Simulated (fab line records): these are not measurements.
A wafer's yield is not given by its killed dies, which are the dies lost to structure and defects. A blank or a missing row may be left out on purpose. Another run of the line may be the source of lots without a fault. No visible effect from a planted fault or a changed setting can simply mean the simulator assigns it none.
Matching of chambers ; flow nand-harc ; NHARC_A_STAIRCASE_ETCH_271 on rie-diel-04 has 4 sister chambers
The step etches the open film in CF4/CHF3. 16 wafers are shown with their chamber, then 8 later ones without.

== WAFERS WITH THEIR CHAMBER ==
wafer;chamber;drypump-motor-current-A (A);showerhead-plenum-p-Torr (Torr);rf-vpp-V (V)
L076.2;1;5.6;1.53;368.5
L076.4;3;6.6;1.70;374.3
L076.5;2;5.2;1.60;372.0
L080.1;0;5.5;1.54;368.8
L080.2;3;6.6;1.69;374.1
L080.5;2;5.2;1.60;371.9
L079.2;2;5.2;1.60;371.1
L079.4;1;5.6;1.53;368.3
L079.5;3;6.6;1.69;375.2
L082.1;2;5.2;1.59;370.0
L082.2;0;5.4;1.54;369.5
L082.6;1;5.6;1.53;371.8
L084.2;3;6.6;1.69;374.2
L084.4;1;5.6;1.53;367.9
L084.6;0;5.5;1.54;370.6
L090.2;1;5.6;1.52;369.6

SIGNATURES (averages over the wafers above)
reading;chamber 0;chamber 1;chamber 2;chamber 3;scatter within a chamber
drypump-motor-current-A;5.467;5.600;5.200;6.600;0.0236
showerhead-plenum-p-Torr;1.5400;1.5280;1.5975;1.6925;0.00438
rf-vpp-V;369.633;369.220;371.250;374.450;1.11
Rule: distance of a wafer from a chamber = root of the sum over the readings of ((wafer's reading minus chamber's mean) / reading's scatter) squared. If the next closest chamber is less than 2 further off than the closest, the wafer can't be placed; otherwise it belongs to the closest. The scatter is the square root of a quotient: the sum, over the shown wafers, of each reading's squared deviation from its chamber's mean, divided by wafers minus chambers.

== WAFERS MISSING THEIR CHAMBER ==
wafer;drypump-motor-current-A (A);showerhead-plenum-p-Torr (Torr);rf-vpp-V (V)
L090.3;5.2;1.59;370.1
L090.6;5.6;1.52;369.0
L093.3;6.6;1.68;374.5
L093.5;5.5;1.53;370.5
L093.6;6.6;1.68;374.1
L096.2;5.5;1.53;366.9
L096.3;5.6;1.52;369.6
L096.5;5.5;1.53;369.0

== CHAMBER TAKEN BY EACH ==
wafer;from the rows above;in truth
L090.3;2;2
L090.6;1;1
L093.3;3;3
L093.5;can't be placed: 0 or 1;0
L093.6;3;3
L096.2;can't be placed: 0 or 1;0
L096.3;1;1
L096.5;can't be placed: 0 or 1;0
Correct placement for 5 of the 8. Cannot be placed on the basis of these rows: 3; the candidates contain the true chamber in 3. Number placed wrongly: 0.
